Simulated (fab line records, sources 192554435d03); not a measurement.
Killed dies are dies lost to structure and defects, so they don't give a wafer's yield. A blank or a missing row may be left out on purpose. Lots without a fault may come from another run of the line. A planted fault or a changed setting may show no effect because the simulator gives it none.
Chamber matching | flow n5_finfet | N5_PASSIVATION_DESCUM_32 on rie_diel-02: 4 sister chambers
The step chemistry O2, time 7.9 s. 14 wafers are shown with their chamber, then 7 later ones without.

WAFERS WITH THEIR CHAMBER
wafer  | chamber | drypump_motor_current_A (A) | showerhead_plenum_p_Torr (Torr) | throttle_valve_pct (%)
L616.1 | 3       | 5.2                         | 2.02                            | 20.51
L616.3 | 1       | 5.6                         | 1.97                            | 20.23
L616.6 | 1       | 5.7                         | 1.97                            | 20.23
L617.1 | 0       | 5.9                         | 2.16                            | 20.28
L617.4 | 1       | 5.6                         | 1.97                            | 20.26
L617.5 | 2       | 4.8                         | 2.17                            | 20.50
L623.2 | 1       | 5.6                         | 1.97                            | 20.27
L623.3 | 3       | 5.2                         | 2.01                            | 20.54
L623.6 | 1       | 5.6                         | 1.97                            | 20.26
L627.1 | 0       | 5.9                         | 2.15                            | 20.30
L627.4 | 3       | 5.2                         | 2.01                            | 20.54
L627.5 | 0       | 5.9                         | 2.15                            | 20.31
L632.4 | 0       | 5.9                         | 2.15                            | 20.33
L632.5 | 3       | 5.2                         | 2.00                            | 20.57

SIGNATURES (means of the wafers above)
reading                  | chamber 0 | chamber 1 | chamber 2 | chamber 3 | scatter within a chamber
drypump_motor_current_A  | 5.900     | 5.620     | 4.800     | 5.200     | 0.0283
showerhead_plenum_p_Torr | 2.1525    | 1.9700    | 2.1700    | 2.0100    | 0.00524
throttle_valve_pct       | 20.3050   | 20.2500   | 20.5000   | 20.5400   | 0.0212
Rule: a wafer's distance from a chamber is the root of the sum, over the readings, of the square of ((its reading less the chamber's mean) divided by the reading's scatter). The wafer belongs to the nearest chamber; if the next one is less than 2 further off, it can't be placed. The scatter: the root of (the sum of the squares of (reading less its chamber's mean) over the shown wafers, divided by (wafers less chambers)).

WAFERS WITHOUT THEIR CHAMBER
wafer  | drypump_motor_current_A (A) | showerhead_plenum_p_Torr (Torr) | throttle_valve_pct (%)
L632.6 | 5.7                         | 2.22                            | 20.03
L633.2 | 5.6                         | 2.22                            | 20.03
L633.4 | 5.6                         | 2.22                            | 20.03
L633.6 | 5.9                         | 2.15                            | 20.33
L636.1 | 5.9                         | 2.14                            | 20.35
L636.4 | 5.6                         | 2.22                            | 20.07
L636.5 | 5.9                         | 2.14                            | 20.36

WHICH CHAMBER EACH WENT THROUGH
wafer  | from the rows above | in truth
L632.6 | 0                   | 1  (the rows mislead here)
L633.2 | 0                   | 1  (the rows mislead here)
L633.4 | 0                   | 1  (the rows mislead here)
L633.6 | 0                   | 0
L636.1 | 0                   | 0
L636.4 | 0                   | 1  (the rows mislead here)
L636.5 | 0                   | 0
Placed correctly: 3 of 7. Can't be placed from these rows: 0. Placed wrongly: 4.
